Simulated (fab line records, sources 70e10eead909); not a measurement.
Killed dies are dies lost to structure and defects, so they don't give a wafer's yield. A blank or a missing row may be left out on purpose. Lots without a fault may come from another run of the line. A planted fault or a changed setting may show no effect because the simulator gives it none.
fab line records | flow nand_harc
record lots=6 wafers=18 last_day=24
route steps=1159 shown P_M1@287 END@1159
lots that met no fault: from a run of the same line without faults
start_h: hours from the record's first day to the start of the lot's first wafer shown | wait_h: hours since the lot's step before | " the same as in the row above | L1.1+2: a row that stands for several wafers | - no value, or no start given | * or withheld: withheld | < > ~ a bound
route shown NAME@n: a module of which the file shows steps, and the number in the route of the first | usual: mean/standard deviation of fault-free wafers | same: alike in all rows | chamber/n: place in a boat | sites: the reading at each site | _std_site: their standard deviation | _edge_site: outer sites' mean less inner sites' | radius_mm: how far each site lies from the wafer's centre | mask NAME#n: copy n | behind: the tool/chamber that last shaped the wafer | hold: why the lot was held/for how many hours/how that ended | device: the transistor (n, p or np) that didn't switch | end of line: the same wafers' tests at the end of the route | a step without rows: its recipe alone | killed: dies lost to structure and defects at the first sort, not the wafer's yield | map: a wafer's dies, x killed, . not, _ none there
set.NAME: the setting as run; set.NAME@STEP: as run at that earlier step | model.NAME: the simulator's own value behind a step, which no gauge read
lots at some steps of the route; a table a step, a row a wafer
services: from which hour (start_h, from the record's first day; less than 0 if before it) a tool's chamber was out of use, for how many hours, and why
## steps
# step NHARC_P_M1_HMDS_02
# recipe time_s=30
# step NHARC_P_M1_COAT_34
# recipe temp_c=200 time_s=65
# step NHARC_P_M1_COAT_03
# recipe spin_rpm=1500 resist_thk_nm=90
# step NHARC_P_M1_SOFTBAKE_04
# recipe temp_c=105 time_s=55
# step NHARC_P_M1_EBR_05
# step NHARC_P_M1_EXPOSE_06
# recipe na=1.35 target_cd_nm=130 dose_mj=81.88 mask_id=P_M1
# step NHARC_P_M1_PEB_07
# recipe peb_temp_c=100 peb_time_s=65
# step NHARC_P_M1_DEVELOP_08
# recipe develop_time_s=35 dev_temp_c=23
# step NHARC_P_M1_CD_MEAS_09
# recipe target_cd_nm=130 landing_energy_ev=500
# usual cd_nm=129.7/0.89
# columns lot.wafer tool chamber start_h wait_h cd_nm
L335.1 cd_sem-03 0 120.13 - 130.6
L335.5 " 0 " " 129.5
L335.6 " 0 " " 129.9
L336.2 cd_sem-01 0 136.14 - 129.2
L336.5 " 0 " " 128.4
L336.6 " 0 " " 128.8
L350.1 cd_sem-02 0 218.21 - 129.8
L350.2 " 0 " " 128.7
L350.6 " 0 " " 129.7
L351.2 cd_sem-02 0 222.91 - 128.6
L351.5 " 0 " " 128.5
L351.6 " 0 " " 127.9
L352.1 cd_sem-02 0 225.99 - 128.8
L352.5 " 0 " " 129.9
L352.6 " 0 " " 129.2
L355.2 cd_sem-03 0 242.09 - 128.8
L355.4 " 0 " " 127.9
L355.6 " 0 " " 128.2
# step NHARC_P_M1_OVL_MEAS_10
# recipe pitch_nm=260
# usual overlay_x_nm=0.0/0.87 overlay_y_nm=-0.1/0.9
# columns lot.wafer tool chamber start_h wait_h overlay_x_nm overlay_y_nm
L335.1 overlay-02 - 120.22 - 0.1 -0.1
L335.5 " - " " -1.0 0.7
L335.6 " - " " -0.1 0.5
L336.2 overlay-02 - 136.23 - 0.7 0.5
L336.5 " - " " 1.4 0.7
L336.6 " - " " 0.4 0.9
L350.1 overlay-01 - 218.30 - 1.3 0.7
L350.2 " - " " 1.6 0.8
L350.6 " - " " 1.5 0.9
L351.2 overlay-02 - 222.99 - 0.7 0.3
L351.5 " - " " 0.9 0.0
L351.6 " - " " 0.8 -0.1
L352.1 overlay-01 - 226.07 - -0.5 -0.3
L352.5 " - " " -0.7 0.2
L352.6 " - " " -0.6 0.1
L355.2 overlay-02 - 242.18 - -1.0 0.0
L355.4 " - " " -0.2 0.6
L355.6 " - " " -0.8 0.3
# step NHARC_P_M1_INSPECT_11
# usual raw_defect_count=4.0/2.3
# columns lot.wafer tool chamber start_h wait_h raw_defect_count
L335.1 defect_inspect-01 - 120.27 0.1 4
L335.5 " - " " 3
L335.6 " - " " 3
L336.2 defect_inspect-01 - 136.26 0.0 3
L336.5 " - " " 4
L336.6 " - " " 7
L350.1 defect_inspect-01 - 218.33 0.0 8
L350.2 " - " " 1
L350.6 " - " " 3
L351.2 defect_inspect-01 - 223.03 0.0 6
L351.5 " - " " 2
L351.6 " - " " 5
L352.1 defect_inspect-02 - 226.11 0.0 1
L352.5 " - " " 4
L352.6 " - " " 7
L355.2 defect_inspect-01 - 242.21 0.0 11
L355.4 " - " " 4
L355.6 " - " " 5
# step NHARC_P_M1_DESCUM_14
# recipe time_s=3 o2_flow_sccm=200 ar_flow_sccm=0 bias_power_w=0 chemistry=O2
# usual chamber_pressure_mTorr=60.01/0.047 drypump_motor_current_A=5.6/0.51 oes_product_au=1.006/0.008 rf_vpp_V=58.2/0.87 showerhead_plenum_p_Torr=1.99/0.072 throttle_valve_pct=11.312/0.009
# columns lot.wafer tool chamber start_h wait_h chamber_pressure_mTorr drypump_motor_current_A oes_product_au rf_hours_counter_h rf_vpp_V showerhead_plenum_p_Torr throttle_valve_pct
L335.1 rie_diel-13 1 120.34 0.1 60.08 6.4 0.988 0.4 57.5 1.97 11.305
L335.6 " 0 " " 60.00 5.3 1.000 - 58.8 1.80 11.304
L335.5 " 1 " " 60.01 6.4 0.992 - 58.9 1.97 11.316
L336.2 rie_diel-04 3 136.33 0.1 59.92 5.0 0.995 1.1 57.9 1.89 11.326
L336.6 " 2 " " 60.02 5.7 0.997 - 58.9 2.06 11.315
L336.5 " 3 " " 59.92 5.0 1.008 - 58.7 1.89 11.323
L350.2 rie_diel-04 2 218.40 0.1 60.02 5.8 1.002 7.5 58.5 2.05 11.309
L350.1 " 0 " " 59.96 5.5 1.007 6.4 57.7 2.05 11.308
L350.6 " 2 " " 60.06 5.7 0.993 - 58.1 2.05 11.322
L351.2 rie_diel-04 1 223.10 0.1 60.04 6.2 1.018 6.8 57.4 2.01 11.308
L351.6 " 0 " " 59.95 5.5 1.008 - 57.5 2.06 11.321
L351.5 " 1 " " 59.94 6.1 1.023 - 57.2 2.01 11.312
L352.1 rie_diel-08 0 226.20 0.1 60.07 4.9 1.013 7.7 59.9 2.04 11.306
L352.5 " 1 " " 59.91 5.7 1.003 - 57.9 1.97 11.305
L352.6 " 2 " " 60.05 6.4 1.015 - 58.1 1.99 11.307
L355.2 rie_diel-08 3 242.27 0.1 59.99 5.3 1.003 8.0 58.8 2.05 11.322
L355.4 " 2 " " 60.01 6.4 1.007 8.1 57.9 1.99 11.305
L355.6 " 0 " " 60.05 4.8 0.999 - 58.0 2.04 11.307
# step NHARC_P_M1_ETCH_35
# recipe target_depth_a=400 overetch_a=120 time_s=43.94 ion_energy_ev=200 n2_flow_sccm=150 h2_flow_sccm=150 ar_flow_sccm=0 rf_w=400 bias_w=150 chemistry=N2/H2
# usual chamber_pressure_mTorr=29.998/0.029 drypump_motor_current_A=5.6/0.52 oes_product_au=1.006/0.0079 rf_vpp_V=432.8/2.1 run_length_s=65.1/0.4 showerhead_plenum_p_Torr=2.12/0.075 throttle_valve_pct=14.172/0.0091
# columns lot.wafer tool chamber start_h wait_h chamber_pressure_mTorr drypump_motor_current_A oes_product_au rf_hours_counter_h rf_vpp_V run_length_s showerhead_plenum_p_Torr throttle_valve_pct
L335.1 rie_diel-13 2 120.42 0.1 29.976 5.3 0.997 0.3 434.2 65.3 2.16 14.167
L335.6 " 2 " " 30.026 5.3 1.005 - 434.7 65.0 2.16 14.163
L335.5 " 3 " " 29.986 5.3 1.001 - 431.6 64.7 2.08 14.177
L336.2 rie_diel-04 2 136.42 0.1 30.004 5.8 0.995 1.1 434.8 64.9 2.20 14.168
L336.5 " 0 " " 29.998 5.6 1.012 - 433.3 64.6 2.20 14.168
L336.6 " 1 " " 30.059 6.2 1.011 - 433.9 65.6 2.15 14.174
L350.1 rie_diel-04 3 218.48 0.1 29.993 5.0 1.006 7.6 430.8 65.4 2.01 14.154
L350.2 " 0 " " 30.009 5.6 1.018 6.4 434.3 50.6 2.19 14.192
L350.6 " 3 " " 30.038 5.0 1.012 - 430.7 65.2 2.01 14.171
L351.2 rie_diel-04 3 223.19 0.1 30.024 5.0 1.013 7.7 429.2 65.4 2.01 14.181
L351.5 " 0 " " 30.005 5.6 1.009 - 434.4 49.9 2.19 14.155
L351.6 " 1 " " 29.992 6.1 1.007 - 433.3 65.8 2.15 14.168
L352.1 rie_diel-08 0 226.26 0.1 29.987 4.8 1.007 7.7 434.1 64.5 2.18 14.175
L352.5 " 3 " " 29.979 5.3 1.005 - 434.3 64.6 2.19 14.179
L352.6 " 0 " " 30.016 4.8 1.003 - 431.7 64.5 2.18 14.162
L355.4 rie_diel-08 0 242.37 0.1 29.918 4.8 1.010 8.9 435.6 65.1 2.18 14.180
L355.2 " 1 " " 29.996 5.6 1.010 8.9 433.0 65.2 2.10 14.167
L355.6 " 3 " " 30.020 5.3 1.013 - 433.5 64.6 2.19 14.185
# step NHARC_P_M1_ETCH_15
# recipe target_depth_a=1825 time_s=91.2 c4f8_flow_sccm=withheld ar_flow_sccm=400 rf_w=600 bias_w=300 chemistry=C4F8/Ar
# usual chamber_pressure_mTorr=25.002/0.024 oes_product_au=0.963/0.022 rf_vpp_V=443.1/2.2 run_length_s=112.3/0.45
# columns lot.wafer tool chamber start_h wait_h chamber_pressure_mTorr oes_product_au rf_hours_counter_h rf_vpp_V run_length_s
L335.1 rie_diel-13 1 - - 25.007 0.952 0.4 442.0 112.9
L335.6 " 0 " " 25.005 0.973 - 437.8 112.0
L335.5 " 1 " " 25.000 0.953 - 442.4 112.9
L336.2 rie_diel-04 2 - - 25.002 0.965 1.2 445.0 112.3
L336.6 " 0 " " 25.030 0.989 - 444.7 112.1
L336.5 " 1 " " 24.990 0.991 - 443.8 112.7
L350.1 rie_diel-04 3 - - 24.997 0.921 7.6 441.0 112.7
L350.2 " 1 " " 24.971 0.936 6.7 443.8 112.7
L350.6 " 0 " " 25.021 0.942 - 444.3 111.7
L351.2 rie_diel-04 1 - - 25.047 0.960 6.8 443.5 112.9
L351.5 " 1 " " 24.996 0.963 - 443.9 112.7
L351.6 " 2 " " 25.003 0.954 - 445.0 112.3
L352.1 rie_diel-08 0 - - 25.001 0.993 7.7 444.8 111.7
L352.6 " 2 " " 25.037 0.983 - 443.3 112.5
L352.5 " 3 " " 25.002 0.983 - 445.2 111.8
L355.2 rie_diel-08 2 - - 25.017 0.934 8.1 443.1 112.7
L355.4 " 3 " " 25.019 0.932 8.0 446.6 111.9
L355.6 " 1 " " 25.021 0.932 - 442.2 112.7
# step NHARC_END_SORT_01
# recipe temp_c=25
# usual defect_limited_yield=95.4/1.8 killed_at_array=28/11 killed_at_other=0.7/0.88 killed_at_periphery=3.1/2.2 killed_dies=31/12 killed_open=3.3/2 killed_short=2.0/1.6 sort_bin_2_pct=1.5/0.73 sort_bin_3_pct=0.27/0.22 sort_bin_4_pct=2.9/1.1 sort_n_pass=646/12 sort_rim_yield_pct=93/3.9 sort_yield_pct=95.4/1.8
# same gross_dies=677 sort_bin_5_pct[%]=0 sort_bin_6_pct[%]=0 sort_bin_7_pct[%]=0 sort_bin_8_pct[%]=0 sort_rim_n_gross=106.00
# columns lot.wafer tool chamber start_h wait_h defect_limited_yield[%] killed_at_array killed_at_other killed_at_periphery killed_dies killed_open killed_short sort_bin_2_pct[%] sort_bin_3_pct[%] sort_bin_4_pct[%] sort_n_pass sort_rim_yield_pct[%] sort_yield_pct[%]
L352.1 prober-02 0 556.92 2.5 94.2 36 0 3 39 5 1 1.9 0.15 3.7 638 90 94.2
L352.5 prober-02 0 560.10 3.7 93.8 42 0 0 42 2 1 3.2 0 3.0 635 91 93.8
L352.6 prober-02 0 560.90 4.0 92.3 48 2 2 52 3 5 3.7 0.89 3.1 625 86 92.3
L351.5 prober-01 0 573.31 3.8 93.2 39 3 4 46 4 4 2.2 0.15 4.4 631 90 93.2
# killed by level:class
L352.1 A_SLIT:chamber_film_flake=13 A_CHANNEL_HOLE_D1:chamber_film_flake=11 A_CHANNEL_FILL_D1:chamber_film_flake=5 P_M1:geometric_particle:open=2 A_CONTACT:chamber_film_flake=2 P_CONTACT:geometric_particle:open=1 A_ONON_D1:geometric_particle:open=1 A_WL_FILL:geometric_particle:short=1
L352.5 A_CHANNEL_HOLE_D1:chamber_film_flake=20 A_SLIT:chamber_film_flake=16 A_STAIRCASE:chamber_film_flake=2 A_CHANNEL_FILL_D1:geometric_particle:open=1 A_STAIRCASE:geometric_particle:open=1 A_WL_FILL:geometric_particle:short=1 A_CONTACT:chamber_film_flake=1
L352.6 A_CHANNEL_HOLE_D1:chamber_film_flake=15 A_SLIT:chamber_film_flake=15 A_CHANNEL_FILL_D1:chamber_film_flake=3 A_STAIRCASE:chamber_film_flake=3 A_CONTACT:chamber_film_flake=3 A_ONON_D1:geometric_particle:short=2 A_WL_FILL:geometric_particle:short=2 P_GATE:chamber_film_flake=2
L351.5 A_SLIT:chamber_film_flake=14 A_CHANNEL_HOLE_D1:chamber_film_flake=12 THIN_TSV:chamber_film_flake=3 A_WL_FILL:geometric_particle:open=2 A_STAIRCASE:chamber_film_flake=2 A_WL_FILL:chamber_film_flake=2 A_CONTACT:chamber_film_flake=2 P_M1:geometric_particle:short=1
## services
# columns tool chamber start_h hours kind
rie_diel-13 - 99.00 9.0 pm
rie_diel-04 3 108.76 5.7 repair
rie_diel-04 - 112.05 9.0 pm
rie_diel-04 0 112.05 9.0 vent_cycle
rie_diel-04 1 112.05 9.0 vent_cycle
rie_diel-04 2 112.05 9.0 vent_cycle
rie_diel-04 0 121.05 - clean
rie_diel-04 1 121.05 - clean
rie_diel-04 2 121.05 - clean
rie_diel-04 3 121.05 - clean
rie_diel-08 - 124.86 9.0 pm
rie_diel-04 0 126.60 3.2 repair
rie_diel-04 0 145.55 - clean
rie_diel-04 1 145.55 - clean
rie_diel-04 2 145.55 - clean
rie_diel-04 3 145.55 - clean
rie_diel-04 2 149.06 1.9 repair
rie_diel-04 0 170.05 - clean
rie_diel-04 1 170.05 - clean
rie_diel-04 2 170.05 - clean
rie_diel-04 3 170.05 - clean
rie_diel-13 1 219.17 28.8 repair
rie_diel-13 3 224.05 9.2 repair
rie_diel-13 0 224.48 4.3 repair
## key
first_sign step=NHARC_P_M1_ETCH_35 reading=run_length_s direction=down sigmas=37 usual=* struck=*
effect none on later readings
met_at NHARC_P_M1_ETCH_35
struck_wafers L350.2,L351.5
onset_between 136.42 218.48
fault kind=process_parameter_drift tool=rie_diel-04 chamber=0 onset_h=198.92 steps=NHARC_P_M1_ETCH_35 channel=time_s offset=* shape=step end_h=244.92 acts_in=* stated=*
